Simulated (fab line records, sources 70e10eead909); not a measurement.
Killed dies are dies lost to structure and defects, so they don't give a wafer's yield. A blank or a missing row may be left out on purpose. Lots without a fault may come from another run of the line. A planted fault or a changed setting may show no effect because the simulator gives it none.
Which tool did it? | flow nand_harc | 12 lots, 36 wafers sampled, at 5 steps of a route of 1159

WHAT THE GAUGES READ, wafer by wafer
NHARC_END_WLT_00. Usual: VT_DECK1_BOTTOM 0.867, standard deviation 0.0079; VT_DECK1_BOTTOM_INNER 0.868, standard deviation 0.0077; VT_DECK1_MEDIAN_NEAR_BOTTOM 0.868, standard deviation 0.0072; VT_DECK1_MEDIAN_NEAR_BOTTOM_INNER 0.868, standard deviation 0.0071; VT_DECK1_MIDDLE 0.882, standard deviation 0.007; VT_DECK1_MIDDLE_INNER 0.881, standard deviation 0.0071; VT_DECK1_TOP 0.893, standard deviation 0.0075; VT_DECK1_TOP_INNER 0.893, standard deviation 0.0075.
lot  | measured     | on        | VT_DECK1_BOTTOM   | VT_DECK1_BOTTOM_INNER | VT_DECK1_MEDIAN_NEAR_BOTTOM | VT_DECK1_MEDIAN_NEAR_BOTTOM_INNER | VT_DECK1_MIDDLE   | VT_DECK1_MIDDLE_INNER | VT_DECK1_TOP      | VT_DECK1_TOP_INNER | flag
L651 | day 19 23:39 | prober-01 | 0.867 0.871 0.869 | 0.872 0.867 0.868     | 0.874 0.865 0.875           | 0.871 0.874 0.874                 | 0.880 0.880 0.882 | 0.874 0.885 0.886     | 0.897 0.890 0.889 | 0.894 0.890 0.887  |
L654 | day 20 13:44 | prober-01 | 0.858 0.866 0.859 | 0.866 0.864 0.866     | 0.861 0.871 0.871           | 0.860 0.857 0.864                 | 0.874 0.874 0.878 | 0.870 0.883 0.877     | 0.891 0.889 0.884 | 0.882 0.889 0.885  |
L652 | day 20 15:02 | prober-02 | 0.862 0.865 0.856 | 0.857 0.872 0.861     | 0.863 0.867 0.867           | 0.873 0.865 0.864                 | 0.873 0.883 0.885 | 0.884 0.882 0.879     | 0.895 0.884 0.894 | 0.894 0.883 0.892  |
L655 | day 21 06:41 | prober-01 | 0.878 0.862 0.868 | 0.869 0.861 0.865     | 0.873 0.866 0.876           | 0.870 0.867 0.865                 | 0.891 0.882 0.880 | 0.878 0.889 0.883     | 0.894 0.903 0.890 | 0.902 0.897 0.902  |
L656 | day 20 21:33 | prober-01 | 0.867 0.868 0.875 | 0.868 0.877 0.877     | 0.868 0.871 0.877           | 0.873 0.876 0.878                 | 0.884 0.880 0.889 | 0.878 0.886 0.886     | 0.886 0.900 0.896 | 0.896 0.907 0.899  |
L657 | day 21 17:29 | prober-02 | 0.880 0.880 0.879 | 0.877 0.875 0.878     | 0.875 0.877 0.882           | 0.880 0.879 0.886                 | 0.899 0.890 0.897 | 0.886 0.899 0.903     | 0.900 0.908 0.906 | 0.893 0.902 0.916  |
L659 | day 21 17:58 | prober-01 | 0.881 0.873 0.877 | 0.874 0.880 0.871     | 0.878 0.869 0.871           | 0.876 0.875 0.865                 | 0.888 0.890 0.889 | 0.885 0.890 0.892     | 0.898 0.893 0.898 | 0.905 0.900 0.899  |
L661 | day 22 00:37 | prober-02 | 0.866 0.873 0.865 | 0.881 0.868 0.858     | 0.866 0.873 0.847           | 0.862 0.876 0.857                 | 0.880 0.894 0.883 | 0.883 0.882 0.871     | 0.894 0.897 0.888 | 0.891 0.898 0.889  |
L662 | day 22 01:07 | prober-01 | 0.858 0.868 0.853 | 0.858 0.858 0.862     | 0.858 0.864 0.868           | 0.857 0.861 0.859                 | 0.872 0.877 0.876 | 0.865 0.873 0.879     | 0.893 0.876 0.877 | 0.889 0.892 0.883  |
L667 | day 23 08:32 | prober-02 | 0.856 0.856 0.861 | 0.862 0.855 0.857     | 0.862 0.855 0.865           | 0.864 0.856 0.863                 | 0.873 0.879 0.875 | 0.874 0.874 0.872     | 0.887 0.886 0.880 | 0.880 0.882 0.885  |
L665 | day 23 22:24 | prober-01 | 0.882 0.864 0.873 | 0.877 0.878 0.870     | 0.878 0.869 0.868           | 0.879 0.872 0.872                 | 0.890 0.891 0.883 | 0.884 0.887 0.885     | 0.893 0.898 0.891 | 0.901 0.886 0.902  |
L669 | day 23 14:35 | prober-01 | 0.868 0.867 0.872 | 0.863 0.863 0.870     | 0.864 0.872 0.874           | 0.870 0.874 0.875                 | 0.887 0.884 0.886 | 0.875 0.884 0.887     | 0.891 0.892 0.891 | 0.901 0.889 0.898  |

NHARC_END_SORT_01. Usual: killed_at_array 28, standard deviation 10; killed_at_other 0.5, standard deviation 0.82; killed_at_periphery 3.4, standard deviation 2.2; killed_dies 31, standard deviation 10; killed_open 3.4, standard deviation 1.9; killed_short 1.9, standard deviation 1.3.
lot  | measured     | on        | killed_at_array | killed_at_other | killed_at_periphery | killed_dies | killed_open | killed_short | flag
L667 | day 23 11:35 | prober-02 | 128 127 89      | 0 0 1           | 2 2 2               | 130 129 92  | 6 3 2       | 1 2 3        | OFF
L665 | day 24 01:24 | prober-01 | 120 70 135      | 3 0 3           | 1 2 1               | 124 72 139  | 3 5 1       | 1 0 2        | OFF

WHICH TOOL RAN EACH LOT (tool, then ch and the chambers of the sampled wafers, then the start)
lot  | NHARC_A_STAIRCASE_STRIP_476        | NHARC_THIN_TSV_STRIP_62              | NHARC_THIN_TSV_PVD_51
L651 | rie_diel-02 ch 0,3, day 11 22:58   | plasma_asher-01 ch 0,1, day 19 12:40 | pvd_sputter-01, day 19 23:39 or earlier
L654 | rie_diel-10 ch 0,1,3, day 12 18:01 | plasma_asher-02 ch 0,1, day 19 20:16 | pvd_sputter-01, day 20 13:44 or earlier
L652 | rie_diel-06 ch 0,3, day 12 19:43   | plasma_asher-02 ch 0,1, day 20 01:29 | pvd_sputter-02, day 20 15:02 or earlier
L655 | rie_diel-02 ch 0,1,3, day 13 01:49 | plasma_asher-01 ch 0,1, day 20 19:37 | pvd_sputter-01, day 21 06:41 or earlier
L656 | rie_diel-06 ch 1,2,3, day 13 03:11 | plasma_asher-01 ch 0,1, day 20 10:10 | pvd_sputter-02, day 20 21:33 or earlier
L657 | rie_diel-02 ch 0,1, day 13 09:35   | plasma_asher-01 ch 0,1, day 21 07:17 | pvd_sputter-01, day 21 17:29 or earlier
L659 | rie_diel-02 ch 0,1,3, day 14 07:20 | plasma_asher-01 ch 0,1, day 21 08:31 | pvd_sputter-02, day 21 17:58 or earlier
L661 | rie_diel-06 ch 0,1,3, day 14 11:30 | plasma_asher-02 ch 0,1, day 21 14:44 | pvd_sputter-03, day 22 00:37 or earlier
L662 | rie_diel-06 ch 0,2,3, day 14 22:50 | plasma_asher-02 ch 0,1, day 21 17:35 | pvd_sputter-01, day 22 01:07 or earlier
L667 | rie_diel-06 ch 0,2,3, day 15 10:12 | plasma_asher-01 ch 1, day 22 23:35   | pvd_sputter-03, day 23 08:32 or earlier
L665 | rie_diel-06 ch 0,1, day 15 13:26   | plasma_asher-01 ch 0,1, day 23 08:18 | pvd_sputter-03, day 23 22:24 or earlier
L669 | rie_diel-02 ch 0,3, day 16 08:19   | plasma_asher-01 ch 0,1, day 23 06:53 | pvd_sputter-01, day 23 14:35 or earlier
- NHARC_A_STAIRCASE_STRIP_476: strips in O2, time 20 s.
- NHARC_THIN_TSV_STRIP_62: strips in N2/H2, time 20 s.
- NHARC_THIN_TSV_PVD_51: deposits Cu, target thk 100 nm.

WHAT THE TOOLS THEMSELVES READ (means of the sampled wafers that have a number; where no wafer has one, the mark that the record gives instead)
NHARC_A_STAIRCASE_STRIP_476. Usual: drypump_motor_current_A 5.9 A, standard deviation 0.4; oes_product_au 1.000 a.u., standard deviation 0.011; rf_vpp_V 57.9 V, standard deviation 0.94; showerhead_plenum_p_Torr 3.55 Torr, standard deviation 0.14; throttle_valve_pct 17.036 %, standard deviation 0.0086.
lot  | tool        | drypump_motor_current_A (A) | oes_product_au (a.u.) | rf_vpp_V (V) | showerhead_plenum_p_Torr (Torr) | throttle_valve_pct (%) | flag
L651 | rie_diel-02 | 6.3                         | 0.989                 | 57.8         | 3.50                            | 17.041                 |
L654 | rie_diel-10 | 6.0                         | 0.990                 | 58.8         | 3.59                            | 17.036                 |
L652 | rie_diel-06 | 6.2                         | 1.002                 | 58.6         | 3.62                            | 17.031                 |
L655 | rie_diel-02 | 6.0                         | 0.987                 | 57.4         | 3.45                            | 17.035                 |
L656 | rie_diel-06 | 5.8                         | 1.016                 | 58.1         | 3.69                            | 17.052                 |
L657 | rie_diel-02 | 5.9                         | 0.993                 | 57.8         | 3.39                            | 17.042                 |
L659 | rie_diel-02 | 5.9                         | 0.997                 | 57.0         | 3.45                            | 17.031                 |
L661 | rie_diel-06 | 6.2                         | 1.009                 | 58.1         | 3.65                            | 17.030                 |
L662 | rie_diel-06 | 6.0                         | 1.004                 | 57.5         | 3.57                            | 17.027                 |
L667 | rie_diel-06 | 6.0                         | 1.003                 | 58.2         | 3.57                            | 17.038                 |
L665 | rie_diel-06 | 6.3                         | 0.991                 | 57.8         | 3.58                            | 17.033                 |
L669 | rie_diel-02 | 6.1                         | 0.988                 | 57.3         | 3.42                            | 17.032                 |

NHARC_THIN_TSV_STRIP_62. Usual: drypump_motor_current_A 5.6 A, standard deviation 0.41; heater_power_w 319 W, standard deviation 45.
lot  | tool            | drypump_motor_current_A (A) | heater_power_w (W) | flag
L651 | plasma_asher-01 | 5.2                         | 298                |
L654 | plasma_asher-02 | 5.7                         | 321                |
L652 | plasma_asher-02 | 5.9                         | 311                |
L655 | plasma_asher-01 | 5.2                         | 304                |
L656 | plasma_asher-01 | 5.5                         | 346                |
L657 | plasma_asher-01 | 5.6                         | 342                |
L659 | plasma_asher-01 | 5.6                         | 344                |
L661 | plasma_asher-02 | 5.9                         | 307                |
L662 | plasma_asher-02 | 5.7                         | 318                |
L667 | plasma_asher-01 | 4.9                         | 260                |
L665 | plasma_asher-01 | 5.6                         | 341                |
L669 | plasma_asher-01 | 5.6                         | 346                |

NHARC_THIN_TSV_PVD_51. Usual: throttle_valve_pct 30.1 %, standard deviation 1.
lot  | tool           | throttle_valve_pct (%) | flag
L651 | pvd_sputter-01 | 30.3                   |
L654 | pvd_sputter-01 | 30.2                   |
L652 | pvd_sputter-02 | 29.5                   |
L655 | pvd_sputter-01 | 30.0                   |
L656 | pvd_sputter-02 | 29.9                   |
L657 | pvd_sputter-01 | 31.7                   |
L659 | pvd_sputter-02 | 30.0                   |
L661 | pvd_sputter-03 | 30.1                   |
L662 | pvd_sputter-01 | 31.7                   |
L667 | pvd_sputter-03 | 30.6                   |
L665 | pvd_sputter-03 | 30.4                   |
L669 | pvd_sputter-01 | 28.8                   |

THE ANSWER, worked out from the rows above alone
Rule: a lot is off if the mean of its wafers that have a number lies more than 3 standard deviations from the usual mean. A lot without any number at a reading at which 4 lots or more have one is off too. The other lots that the step has rows for count as sound. The gauges are gone through in route order, then the tools' own readings, and for those a lot's mean is taken as printed above. The first step at which some lot is off is used, and at that step the reading that is off furthest; a lot without a number counts as furthest.
Off: L667, L665, at NHARC_END_SORT_01 (killed_at_array). Neither off nor sound, because the step has no rows for them: L651, L654, L652, L655, L656, L657, L659, L661, L662, L669.
A tool fits if, at a process step before that reading, it ran every lot that is off, and no sound lot after the first of them. The gauges at NHARC_END_SORT_01 are tried like those tools. NHARC_THIN_TSV_PVD_51 gives no start for some lots, so the hours and the order of its lots are those of NHARC_END_WLT_00. Can't be told from this: 3 tools fit, rie_diel-06 at NHARC_A_STAIRCASE_STRIP_476, plasma_asher-01 at NHARC_THIN_TSV_STRIP_62, pvd_sputter-03 at NHARC_THIN_TSV_PVD_51.

WHAT THE SIMULATOR HAD PUT IN
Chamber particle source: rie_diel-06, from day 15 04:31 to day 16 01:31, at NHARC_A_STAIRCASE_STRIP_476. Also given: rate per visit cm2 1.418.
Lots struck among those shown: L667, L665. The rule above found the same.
